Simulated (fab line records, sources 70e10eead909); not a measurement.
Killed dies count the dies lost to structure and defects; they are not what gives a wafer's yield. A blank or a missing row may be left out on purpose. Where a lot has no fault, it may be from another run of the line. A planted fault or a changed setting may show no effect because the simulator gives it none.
fab line records -- flow nand_harc -- part 2 of 2: steps 37 to 43 of 43
record lots=5, wafers=15, last_day=32
route steps=1302 shown P_STI@105 P_GATE@110
lots that met no fault: taken from a fault-free run of the same line
start_h: hours from the record's opening day to when the first of the lot's shown wafers began -- wait_h: hours since the lot's step before -- " as in the row above -- L1.1+2: a single row standing in for several wafers -- - no value present, or no start provided -- * or withheld: withheld -- < > ~ a bound
route shown NAME@n: names a module that has steps shown in the file, with the first one's number in the route -- usual: mean and standard deviation over wafers with no fault -- same: alike in all rows -- chamber/n: place in a boat -- sites: the reading at each site -- _std_site: how widely they spread, as a standard deviation -- _edge_site: outer sites' mean less inner sites' -- radius_mm: for every site, how far away it sits from the centre of the wafer -- mask NAME#n: copy n -- behind: the tool/chamber that last shaped the wafer -- hold: cause of the lot's hold/its duration in hours/its outcome -- device: transistor that didn't switch, given as n, p or np -- end of line: tests run on the same wafers once the route is complete -- where a step has no rows: the recipe by itself -- killed: the dies lost at the first sort to structure and to defects; this is not the yield of the wafer -- map: dies across one wafer; x = killed, . = not, _ = none there
set.NAME: the setting as run; set.NAME@STEP: as run at that earlier step -- model.NAME: the simulator's own value behind a step, which no gauge read
a table for each step, a row for each wafer; lots at some steps of the route
services: a tool's chamber out of use, with start hour (start_h, from the record's first day; less than 0 if before it), hours out, and reason
## steps
# step NHARC_P_GATE_CD_MEAS_26
# recipe target_cd_nm=120, landing_energy_ev=500
# usual cd_nm=120.0/0.77
lot.wafer,tool,chamber,start_h,wait_h,cd_nm
L079.1,cd_sem-03,0,145.14,-,119.1
L079.3,cd_sem-03,0,145.14,-,120.4
L079.6,cd_sem-03,0,145.14,-,119.1
L084.2,cd_sem-02,0,200.95,-,120.3
L084.3,cd_sem-02,0,200.95,-,120.8
L084.6,cd_sem-02,0,200.95,-,119.5
L085.1,cd_sem-01,0,207.29,-,120.4
L085.4,cd_sem-01,0,207.29,-,120.5
L085.5,cd_sem-01,0,207.29,-,119.7
L086.2,cd_sem-01,0,217.77,-,120.9
L086.5,cd_sem-01,0,217.77,-,119.8
L086.6,cd_sem-01,0,217.77,-,120.7
L094.4,cd_sem-02,0,293.11,-,118.8
L094.5,cd_sem-02,0,293.11,-,119.9
L094.6,cd_sem-02,0,293.11,-,119.3
# step NHARC_P_GATE_OVL_MEAS_27
# usual overlay_x_nm=0.1/1, overlay_y_nm=0.1/0.89
lot.wafer,tool,chamber,start_h,wait_h,overlay_x_nm,overlay_y_nm
L079.1,overlay-02,-,145.23,-,0.4,-0.5
L079.3,overlay-02,-,145.23,-,0.2,-0.6
L079.6,overlay-02,-,145.23,-,0.3,-0.3
L084.2,overlay-01,-,201.04,-,-1.9,1.1
L084.3,overlay-01,-,201.04,-,-0.8,1.3
L084.6,overlay-01,-,201.04,-,-1.3,2.0
L085.1,overlay-02,-,207.38,-,-0.8,0.9
L085.4,overlay-02,-,207.38,-,0.2,0.3
L085.5,overlay-02,-,207.38,-,-0.5,0.7
L086.2,overlay-01,-,217.86,-,-2.3,1.0
L086.5,overlay-01,-,217.86,-,-2.0,0.7
L086.6,overlay-01,-,217.86,-,-3.0,0.0
L094.4,overlay-02,-,293.19,-,0.9,0.9
L094.5,overlay-02,-,293.19,-,0.5,1.3
L094.6,overlay-02,-,293.19,-,0.4,0.3
# step NHARC_P_GATE_INSPECT_28
# usual raw_defect_count=7/3.3
lot.wafer,tool,chamber,start_h,wait_h,raw_defect_count
L079.1,defect_inspect-02,-,145.27,0.0,13
L079.3,defect_inspect-02,-,145.27,0.0,5
L079.6,defect_inspect-02,-,145.27,0.0,11
L084.2,defect_inspect-02,-,201.08,0.0,4
L084.3,defect_inspect-02,-,201.08,0.0,4
L084.6,defect_inspect-02,-,201.08,0.0,7
L085.1,defect_inspect-01,-,207.41,0.0,9
L085.4,defect_inspect-01,-,207.41,0.0,7
L085.5,defect_inspect-01,-,207.41,0.0,13
L086.2,defect_inspect-02,-,217.89,0.0,6
L086.5,defect_inspect-02,-,217.89,0.0,4
L086.6,defect_inspect-02,-,217.89,0.0,4
L094.4,defect_inspect-01,-,293.23,0.0,10
L094.5,defect_inspect-01,-,293.23,0.0,7
L094.6,defect_inspect-01,-,293.23,0.0,4
# step NHARC_P_GATE_DESCUM_31
# recipe time_s=3, o2_flow_sccm=200, ar_flow_sccm=0, bias_power_w=0, chemistry=O2
# usual drypump_motor_current_A=5.7/0.32, oes_product_au=1.005/0.011, rf_vpp_V=57.8/0.93, showerhead_plenum_p_Torr=1.93/0.094, throttle_valve_pct=11.312/0.0086
lot.wafer,tool,chamber,start_h,wait_h,drypump_motor_current_A,oes_product_au,rf_hours_counter_h,rf_vpp_V,showerhead_plenum_p_Torr,throttle_valve_pct
L079.3,rie_diel-01,3,145.34,0.1,6.0,0.994,4.6,56.7,1.81,11.329
L079.1,rie_diel-01,0,145.34,0.1,5.5,1.003,4.7,57.5,1.84,11.328
L079.6,rie_diel-01,3,145.34,0.1,6.0,1.003,-,57.0,1.81,11.317
L084.3,rie_diel-05,0,201.15,0.1,5.1,1.001,11.7,58.1,2.02,11.305
L084.2,rie_diel-05,1,201.15,0.1,6.3,1.032,0.1,57.2,1.93,11.318
L084.6,rie_diel-05,3,201.15,0.1,6.3,1.007,-,56.9,2.03,11.319
L085.1,rie_diel-05,0,207.50,0.1,5.1,1.007,11.9,58.4,2.02,11.305
L085.4,rie_diel-05,3,207.50,0.1,6.3,1.006,-,58.5,2.03,11.332
L085.5,rie_diel-05,0,207.50,0.1,5.1,1.012,-,58.6,2.02,11.305
L086.2,rie_diel-13,3,217.95,0.1,5.5,0.989,2.9,56.7,1.79,11.316
L086.5,rie_diel-13,3,217.95,0.1,5.5,0.983,-,56.3,1.79,11.317
L086.6,rie_diel-13,0,217.95,0.1,5.8,1.002,-,57.5,1.85,11.309
L094.4,rie_diel-05,2,293.32,0.1,6.2,1.005,-,58.9,2.05,11.313
L094.5,rie_diel-05,3,293.32,0.1,6.3,1.012,-,59.3,2.02,11.315
L094.6,rie_diel-05,1,293.32,0.1,6.3,1.021,-,57.7,1.93,11.302
# step NHARC_P_GATE_ETCH_104
# recipe target_depth_a=600, time_s=withheld, cf4_flow_sccm=100, chf3_flow_sccm=30, ar_flow_sccm=0, rf_w=500, bias_w=200, chemistry=CF4/CHF3
# usual drypump_motor_current_A=5.7/0.31, oes_product_au=0.959/0.02, rf_vpp_V=370.9/2.6, showerhead_plenum_p_Torr=1.58/0.072, throttle_valve_pct=16.803/0.0086
lot.wafer,tool,chamber,start_h,wait_h,drypump_motor_current_A,oes_product_au,rf_vpp_V,showerhead_plenum_p_Torr,throttle_valve_pct
L079.3,rie_diel-01,2,145.42,0.1,5.3,0.960,372.2,1.64,16.810
L079.1,rie_diel-01,3,145.42,0.1,6.0,0.949,368.2,1.49,16.799
L079.6,rie_diel-01,2,145.42,0.1,5.4,0.943,371.8,1.64,16.795
L084.2,rie_diel-05,2,201.23,0.1,6.3,0.960,372.9,1.68,16.793
L084.3,rie_diel-05,0,201.23,0.1,5.1,0.966,372.9,1.66,16.811
L084.6,rie_diel-05,1,201.23,0.1,6.3,0.994,370.1,1.59,16.799
L085.1,rie_diel-05,2,207.58,0.1,6.3,0.954,372.0,1.68,16.806
L085.5,rie_diel-05,2,207.58,0.1,6.3,0.962,372.8,1.68,16.802
L085.4,rie_diel-05,0,207.58,0.1,5.1,0.963,375.3,1.66,16.801
L086.2,rie_diel-13,0,218.05,0.1,5.8,0.966,368.1,1.52,16.789
L086.6,rie_diel-13,2,218.05,0.1,5.7,0.989,372.6,1.64,16.802
L086.5,rie_diel-13,3,218.05,0.1,5.5,0.954,367.8,1.48,16.798
L094.4,rie_diel-05,3,293.41,0.1,6.3,0.970,374.0,1.66,16.800
L094.5,rie_diel-05,1,293.41,0.1,6.2,0.970,370.6,1.59,16.808
L094.6,rie_diel-05,2,293.41,0.1,6.2,0.958,373.9,1.68,16.809
# step NHARC_P_GATE_HM_OPEN_105
# recipe target_depth_a=3600, o2_flow_sccm=400, cos_flow_sccm=20, ar_flow_sccm=0, rf_w=500, bias_w=300, chemistry=O2/COS
# usual drypump_motor_current_A=5.7/0.31, oes_product_au=1.004/0.011, rf_vpp_V=468/3.2, showerhead_plenum_p_Torr=3.14/0.14, throttle_valve_pct=28.330/0.0096
lot.wafer,tool,chamber,start_h,wait_h,drypump_motor_current_A,oes_product_au,rf_hours_counter_h,rf_vpp_V,showerhead_plenum_p_Torr,throttle_valve_pct
L079.3,rie_diel-01,1,-,-,5.7,0.988,5.1,470,3.29,28.326
L079.1,rie_diel-01,2,-,-,5.4,0.984,5.0,468,3.25,28.342
L079.6,rie_diel-01,1,-,-,5.7,0.998,-,470,3.29,28.330
L084.3,rie_diel-05,3,-,-,6.3,1.008,11.7,472,3.30,28.333
L084.2,rie_diel-05,1,-,-,6.3,1.018,0.1,467,3.15,28.324
L084.6,rie_diel-05,3,-,-,6.3,1.002,-,471,3.30,28.337
L085.1,rie_diel-05,2,-,-,6.3,0.997,11.9,472,3.33,28.332
L085.5,rie_diel-05,2,-,-,6.3,0.994,-,472,3.33,28.334
L085.4,rie_diel-05,0,-,-,5.1,1.001,-,471,3.28,28.310
L086.2,rie_diel-13,1,-,-,6.0,1.018,4.0,468,3.17,28.316
L086.5,rie_diel-13,3,-,-,5.6,0.987,-,464,2.93,28.346
L086.6,rie_diel-13,0,-,-,5.8,1.010,-,464,3.02,28.332
L094.6,rie_diel-05,2,-,-,6.2,0.995,-,471,3.33,28.326
L094.5,rie_diel-05,3,-,-,6.3,1.019,-,471,3.29,28.327
L094.4,rie_diel-05,1,-,-,6.3,1.021,-,467,3.15,28.319
# step NHARC_P_GATE_STRIP_106
# recipe o2_flow_sccm=400, cos_flow_sccm=20, ar_flow_sccm=0, bias_w=0, chemistry=O2/COS
lot.wafer,tool,chamber,start_h,wait_h
L079.3+1+6,rie_diel-01,"3,0,3",-,-
L084.2+3+6,rie_diel-05,"3,1,2",-,-
L085.1+5+4,rie_diel-05,"3,0,2",-,-
L086.2+5+6,rie_diel-13,"0,2,3",-,-
L094.4+6+5,rie_diel-05,"2,3,1",-,-
## services
tool,chamber,start_h,hours,kind
litho_track-03,-,100.00,7.0,pm
wet_bench-04,-,107.34,3.3,repair
rie_diel-13,0,113.11,3.9,repair
rie_diel-13,1,116.26,6.8,repair
litho_track-05,-,124.00,7.0,pm
rie_diel-13,3,126.72,3.4,repair
litho_track-01,-,155.00,7.0,pm
wet_bench-07,-,160.02,8.0,pm
rie_diel-13,-,165.00,9.0,pm
rie_diel-05,2,187.13,9.8,repair
wet_bench-03,-,190.46,2.2,repair
wet_bench-06,-,193.60,8.0,pm
litho_track-04,-,203.00,7.0,pm
rie_diel-05,1,206.05,36.7,repair
furnace-01,-,207.29,26.0,pm
wet_bench-03,-,210.40,8.0,pm
litho_track-02,-,227.00,7.0,pm
wet_bench-04,-,227.20,8.0,pm
rie_diel-05,-,229.60,9.0,pm
rie_diel-05,0,242.34,10.0,repair
acl_dep-02,-,245.38,13.0,pm
wet_bench-07,-,256.93,0.7,repair
litho_track-03,-,275.00,7.0,pm
rie_diel-05,0,292.45,5.7,repair
